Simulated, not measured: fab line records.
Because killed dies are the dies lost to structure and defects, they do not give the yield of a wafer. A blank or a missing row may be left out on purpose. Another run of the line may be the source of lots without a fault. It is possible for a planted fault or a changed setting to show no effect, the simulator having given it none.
The same fault as seen by 2 desks :: flow n5-finfet :: only its own numbers are on each desk; what lay behind them is given at the end

FROM THE METROLOGY DESK
Means of the sampled wafers that have a number, per lot and without regard to the tool the lot ran on: this is what the gauges read. Any lot whose mean is over 4 standard deviations away from the usual mean is out of limits and marked OUT; that distance is given in the brackets. 7 of its 16 readings are shown: the first one out of limits and those lying furthest out on some lot.
Columns: A = cd-nm at N5_BEOL_M1_CD_MEAS_18, usual 18.1 nm; B = CHAIN_V0 at N5_BEOL_M4_RC_MEAS_101, usual 231 ohm/link; C = CHAIN_V0_max_site at N5_BEOL_M4_RC_MEAS_101, usual 240 ohm/link; D = SERP_M1 at N5_BEOL_M4_RC_MEAS_101, usual 193 ohm/um; E = SERP_M1_max_site at N5_BEOL_M4_RC_MEAS_101, usual 204 ohm/um; F = SS_P at N5_BEOL_M4_RC_MEAS_101, usual 73.4 mV/dec; G = VT_P at N5_BEOL_M4_RC_MEAS_101, usual -249 mV
lot: L542
first seen here: day 6 15:19
A: 18.3
B: 227
C: 237
D: 177
E: 189
F: 73.6
G: -246

lot: L545
first seen here: day 7 13:14
A: 18.3
B: 227
C: 234
D: 182
E: 192
F: 73.2
G: -247

lot: L548
first seen here: day 8 03:40
A: 18.3
B: 231
C: 240
D: 193
E: 206
F: 73.4
G: -249

lot: L549
first seen here: day 8 09:47
A: 18.0
B: 234
C: 242
D: 197
E: 205
F: 73.0
G: -251

lot: L551
first seen here: day 9 04:44
A: 18.0
B: 232
C: 242
D: 199
E: 213
F: 73.3
G: -249

lot: L556
first seen here: day 10 19:19
A: 19.9 (+5.8) OUT
B: 202
C: 207 (-4.0) OUT
D: 147
E: 152
F: 73.8
G: -250

lot: L557
first seen here: day 11 05:37
A: 18.7
B: 219
C: 226
D: 163
E: 172
F: 73.5
G: -248

lot: L559
first seen here: day 11 08:14
A: 18.8
B: 219
C: 230
D: 166
E: 176
F: 73.6
G: -254

lot: L562
first seen here: day 12 08:11
A: 18.0
B: 229
C: 245
D: 192
E: 210
F: 72.5
G: -251
This desk's finding: out of limits on L556; first on L556, day 10 21:01 (cd-nm at N5_BEOL_M1_CD_MEAS_18). L542, L545, L548, L549, L551, L557, L559, L562 stayed within limits.

AT THE TOOL OWNER'S DESK: rie-diel-03
The tool's own readings at N5_BEOL_M1_ETCH_64 (etches SOC in N2/H2, target depth 75 nm, overetch 15 nm, time 112.5 s): means of the sampled wafers that have a number, for each lot that ran on this tool. Any lot whose mean is over 4 standard deviations away from the usual mean is out of limits and marked OUT; that distance is given in the brackets.
Columns: A = drypump-motor-current-A at N5_BEOL_M1_ETCH_64, usual 5.6 A; B = oes-product-au at N5_BEOL_M1_ETCH_64, usual 0.64 a.u.; C = rf-fwd-power-W at N5_BEOL_M1_ETCH_64, usual 836.6 W; D = rf-vpp-V at N5_BEOL_M1_ETCH_64, usual 524.3 V; E = showerhead-plenum-p-Torr at N5_BEOL_M1_ETCH_64, usual 2.55 Torr; F = throttle-valve-pct at N5_BEOL_M1_ETCH_64, usual 17.79 %
lot: L542
first seen here: day 6 17:31
A: 5.6
B: 0.57
C: 837.2
D: 522.4
E: 2.47
F: 18.00

lot: L545
first seen here: day 7 16:44
A: 5.8
B: 0.57
C: 838.4
D: 524.2
E: 2.55
F: 18.03

lot: L556
first seen here: day 10 20:40
A: 5.5
B: 0.70
C: 837.8
D: 528.8
E: 2.71
F: 17.61

lot: L557
first seen here: day 11 06:33
A: 5.4
B: 0.74
C: 834.1
D: 529.0
E: 2.71
F: 17.65

lot: L559
first seen here: day 11 11:00
A: 5.8
B: 0.63
C: 836.0
D: 527.9
E: 2.66
F: 17.84
This desk's finding: nothing out of limits on any of the 5 lots.

PUT TOGETHER
At day 10 21:01 the metrology desk could have sounded an alarm, on L556.
The desk of the tool owner found nothing out of limits.
The tool owner's desk has L556 on record, within its limits.
All the named lots went through N5_BEOL_M1_ETCH_64 on rie-diel-03.

WHAT THE SIMULATOR HAD INSERTED
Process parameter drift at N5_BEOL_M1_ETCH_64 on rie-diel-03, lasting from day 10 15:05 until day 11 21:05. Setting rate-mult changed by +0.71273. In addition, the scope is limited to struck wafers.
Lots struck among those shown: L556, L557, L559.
Hours from the fault's start to each desk's first reading out of limits: the metrology desk, 6.
